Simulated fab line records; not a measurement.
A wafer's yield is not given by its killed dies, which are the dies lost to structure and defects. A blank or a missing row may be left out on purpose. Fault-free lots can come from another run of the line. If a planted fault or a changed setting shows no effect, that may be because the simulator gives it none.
Which tool did it? | flow nand_harc | 42 wafers from 14 lots sampled at 3 of the route's 1302 steps

## WHAT THE GAUGES READ, wafer by wafer
NHARC_A_ONON_D1_THK_MEAS_08: measures by ellipsometry. Usual: thk_nm reads 1004 nm (standard deviation 11).
lot  | measured     | on            | thk_nm (nm)    | flag
L533 | day 8 07:34  | film_metro-01 | 999 998 997    |
L534 | day 8 13:35  | film_metro-02 | 996 996 997    |
L536 | day 9 09:25  | film_metro-02 | 1004 1006 1005 |
L538 | day 10 04:25 | film_metro-02 | 1003 1002 1002 |
L537 | day 10 04:25 | film_metro-01 | 1011 1010 1010 |
L540 | day 11 17:01 | film_metro-02 | 1012 1012 1012 |
L545 | day 12 23:31 | film_metro-02 | 1015 1015 1016 |
L546 | day 14 03:26 | film_metro-02 | 989 990 990    |
L547 | day 14 15:49 | film_metro-02 | 994 994 993    |
L549 | day 14 20:06 | film_metro-01 | 1016 1017 1017 |
L548 | day 14 20:14 | film_metro-02 | 988 987 987    |
L550 | day 15 03:35 | film_metro-01 | 988 988 987    |
L551 | day 15 14:29 | film_metro-01 | 1005 1005 1004 |
L555 | day 17 08:07 | film_metro-01 | 1006 1006 1008 |

NHARC_A_ONON_D1_THK_MEAS_18: measures by ellipsometry. Usual: thk_nm reads 1000 nm (standard deviation 8).
lot  | measured     | on            | thk_nm (nm)    | flag
L533 | day 8 18:49  | film_metro-02 | 996 997 998    |
L534 | day 8 22:37  | film_metro-01 | 1001 1001 1000 |
L536 | day 9 18:14  | film_metro-01 | 1013 1012 1013 |
L538 | day 10 15:11 | film_metro-01 | 999 1000 997   |
L537 | day 10 15:11 | film_metro-02 | 1015 1017 1016 |
L540 | day 12 01:55 | film_metro-02 | 1003 1004 1003 |
L545 | day 13 08:25 | film_metro-01 | 1003 1002 1000 |
L546 | day 14 15:54 | film_metro-01 | 1001 1000 1001 |
L547 | day 15 01:43 | film_metro-02 | 1077 1078 1078 | OFF
L549 | day 15 01:43 | film_metro-01 | 987 988 990    |
L548 | day 15 05:58 | film_metro-01 | 1091 1089 1088 | OFF
L550 | day 15 12:31 | film_metro-02 | 1005 1003 1005 |
L551 | day 16 01:14 | film_metro-02 | 990 990 991    |
L555 | day 17 16:55 | film_metro-02 | 997 996 998    |

## WHICH TOOL RAN EACH LOT (tool, then ch and the chambers of the sampled wafers, then the start)
lot  | NHARC_A_ONON_D1_DEP_16
L533 | pecvd_onon-03 ch 0, day 8 18:18
L534 | pecvd_onon-04 ch 0, day 8 22:09
L536 | pecvd_onon-02 ch 0, day 9 17:44
L538 | pecvd_onon-04 ch 0, day 10 14:40
L537 | pecvd_onon-02 ch 0, day 10 14:40
L540 | pecvd_onon-02 ch 0, day 12 01:28
L545 | pecvd_onon-02 ch 0, day 13 07:54
L546 | pecvd_onon-04 ch 0, day 14 15:26
L547 | pecvd_onon-02 ch 0, day 15 01:16
L549 | pecvd_onon-04 ch 0, day 15 01:13
L548 | pecvd_onon-02 ch 0, day 15 05:31
L550 | pecvd_onon-04 ch 0, day 15 12:00
L551 | pecvd_onon-03 ch 0, day 16 00:43
L555 | pecvd_onon-04 ch 0, day 17 16:24
- NHARC_A_ONON_D1_DEP_16: target thk 1000 nm.

## WHAT THE TOOLS THEMSELVES READ (means of the sampled wafers that have a number; where no wafer has one, the mark that the record gives instead)
The record holds no such reading with a usual standard deviation.

## THE ANSWER, worked out from the rows above alone
Rule: lot off if the mean of its wafers having a number is beyond 3 standard deviations from the usual mean. A lot without any number at a reading at which 4 lots or more have one is off too. Any other lot the step has rows for is counted as sound. The gauges are gone through in route order, then the tools' own readings, and for those a lot's mean is taken as printed above. At the first step where some lot is off, the reading lying furthest off is the one used; lots without a number count as furthest.
Off: L547, L548, at NHARC_A_ONON_D1_THK_MEAS_18 (thk_nm).
A tool fits if, at a process step before that reading, it ran every lot that is off, and no sound lot after the first of them. The gauges at NHARC_A_ONON_D1_THK_MEAS_18 are tried like those tools. One candidate fits, namely pecvd_onon-02 at NHARC_A_ONON_D1_DEP_16. Its last sound lot is L545 (day 13 07:54), its first lot that is off L547 (day 15 01:16): a fault that began between those two fits.

## WHAT THE SIMULATOR PUT IN
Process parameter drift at NHARC_A_ONON_D1_DEP_16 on pecvd_onon-02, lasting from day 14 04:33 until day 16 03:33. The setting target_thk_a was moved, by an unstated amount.
Struck lots among those shown: L547, L548. Same finding as the rule above.
